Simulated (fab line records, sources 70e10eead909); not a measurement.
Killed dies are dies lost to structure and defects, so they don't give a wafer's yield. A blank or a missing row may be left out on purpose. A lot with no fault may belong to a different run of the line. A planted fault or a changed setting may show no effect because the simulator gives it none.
Problem report in the 8D (eight disciplines) form, filled by code | flow nandHarc | the parts of the form that need people (team, actions taken, sign-off) are left out

## 1. WHAT IS WRONG
At NHARC_P_ZERO_WELL_INSPECT_43, rawDefectCount averages 53 over 4 wafers from 2 lots, while fault-free wafers read 13, standard deviation 5.7. That puts it +7.0 standard deviations away from the usual mean.
Earliest sighting: wafer L748.1 on defectInspect-01 at day 4 13:13. The record holds 42 wafers of 14 lots with a number at this step. The rule behind "out" and "out of limits": a value lying over 4 standard deviations away from the usual mean. Any other wafer with a number is counted as sound.

## 2. WHAT IT IS, AND WHAT IT ISN'T
question                    | is                                 | is not
which readings at this step | rawDefectCount                     | -
which lots                  | L748, L749                         | L737, L738, L740, L744, L751, L752, L753, L754, L755, L757, L759, L760
which wafers of those lots  | L748.1, L748.6, L749.2, L749.4     | L748.3, L749.1
read on which gauges        | defectInspect-01, defectInspect-02 | -
when                        | from day 4 13:13                   | up to then (13 sound wafers); but 25 sound wafers of L749, L751, L752, L753, L754, L755, L757, L759, L760 came after

## 3. THE SUSPECTS, EACH WITH WHAT RULES IT OUT
Counting: a tool at a process step up to the reading stays a suspect if it ran every lot that is out. Sound lots after the first of them don't rule it out here, since some wafers of a struck lot are sound.
- the gauge at NHARC_P_ZERO_WELL_INSPECT_43 is ruled out. 2 gauges (defectInspect-01, defectInspect-02) read the wafers that are out.
- pecvd-03 at NHARC_P_ZERO_WELL_PECVD_02 (deposits SiO2, target thk 10 nm): kept. Every lot that is out went through it, the first being L748 (day 4 06:27); the last sound lot it ran before that was L738 (day 1 18:30).
After counting, what remains is pecvd-03 at NHARC_P_ZERO_WELL_PECVD_02.

## 4. THE CAUSE (what the simulator had put in)
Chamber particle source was pecvd-03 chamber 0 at NHARC_P_ZERO_WELL_PECVD_02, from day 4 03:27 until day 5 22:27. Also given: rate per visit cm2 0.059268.
After counting, this tool was the only one left.

## 5. SEQUENCE OF EFFECTS, ordered by route
Rows list readings where the struck wafers' mean (over those with a number) sits beyond 3 standard deviations from the usual. Only readings for which the record gives a usual standard deviation are gone through. hours: the time from each lot's start at the first step in this table that gives one to its start at this step, as a median over the lots. sigmas: the change in usual standard deviations.
hours | step                         | reading           | usual | on struck wafers | change | sigmas
0     | NHARC_P_ZERO_WELL_INSPECT_43 | rawDefectCount    | 13    | 53               | +40    | +7.0
16    | NHARC_P_STI_INSPECT_11       | rawDefectCount    | 5.7   | 46.5             | +40.8  | +14
419   | NHARC_END_SORT_01            | killedAtPeriphery | 3.3   | 24.2             | +20.9  | +8.1
Later measuring or inspecting steps at which every struck wafer that the step has a row for has a number for every such reading, and none has moved that far: NHARC_P_STI_CD_MEAS_16.

## 6. WHAT WOULD HAVE CAUGHT IT SOONER
Counted from the fault's start at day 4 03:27, it took 10 hours until the first out-of-limits reading at a measuring or inspecting step in this record, taken at day 4 13:13.
All the lots that are out (2) had begun NHARC_P_ZERO_WELL_PECVD_02 on pecvd-03 by day 4 13:13. Tool hold at that time: it would have spared none of them.
